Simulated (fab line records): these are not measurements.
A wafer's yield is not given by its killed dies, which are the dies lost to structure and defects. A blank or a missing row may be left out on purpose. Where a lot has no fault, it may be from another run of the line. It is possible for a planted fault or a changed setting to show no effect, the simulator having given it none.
Which tool is to blame? + flow nand harc + 36 wafers sampled from 12 lots at 1 step of a route of 1302

## WHAT EACH GAUGE READ, for each wafer
NHARC_A_CONTACT_CD_MEAS_69: the cd target is 300 nm.
| lot  | measured     | on        | cd nm (nm)        |
|------|--------------|-----------|-------------------|
| L075 | day 22 14:40 | cd sem-01 | 299.8 299.2 299.8 |
| L079 | day 23 03:44 | cd sem-01 | 300.5 300.3 300.1 |
| L076 | day 23 11:02 | cd sem-02 | 300.3 301.0 300.4 |
| L081 | day 24 20:22 | cd sem-03 | 298.4 299.5 299.9 |
| L085 | day 26 09:58 | cd sem-02 | 299.9 299.5 299.5 |
| L086 | day 26 23:08 | cd sem-01 | 301.6 301.3 301.0 |
| L087 | day 27 15:28 | cd sem-02 | 300.0 300.6 300.3 |
| L088 | day 27 22:22 | cd sem-01 | 299.4 300.3 299.2 |
| L091 | day 29 04:51 | cd sem-03 | 299.5 300.5 299.9 |
| L093 | day 30 00:06 | cd sem-02 | 300.9 299.3 299.9 |
| L095 | day 30 12:42 | cd sem-02 | 300.4 300.8 299.4 |
| L097 | day 32 01:22 | cd sem-01 | 300.1 299.6 299.6 |

## WHAT TOOL EACH LOT RAN ON (gives the tool, then ch and the chambers of the sampled wafers, and finally the start)
No process step before these readings appears in the record.

## THE ANSWER, worked out from the rows above alone
Rule: the lots themselves supply what counts as usual. Put in order of their means at a reading, lots are off if they are a third of the lots or fewer, leave a main group of 4 or more, and stand apart from it by a gap of 3 or more times the standard deviation of the main group's means; of several such gaps the widest counts. A main group is skipped when, at the precision printed for the reading in the tables above, its means are all equal. A lot without any number at a reading at which 4 lots or more have one is off too. Where the step has rows for the other lots, those lots are counted as sound.
None of the lots is off at any reading shown; this tells nothing.

## WHAT WAS PUT IN BY THE SIMULATOR
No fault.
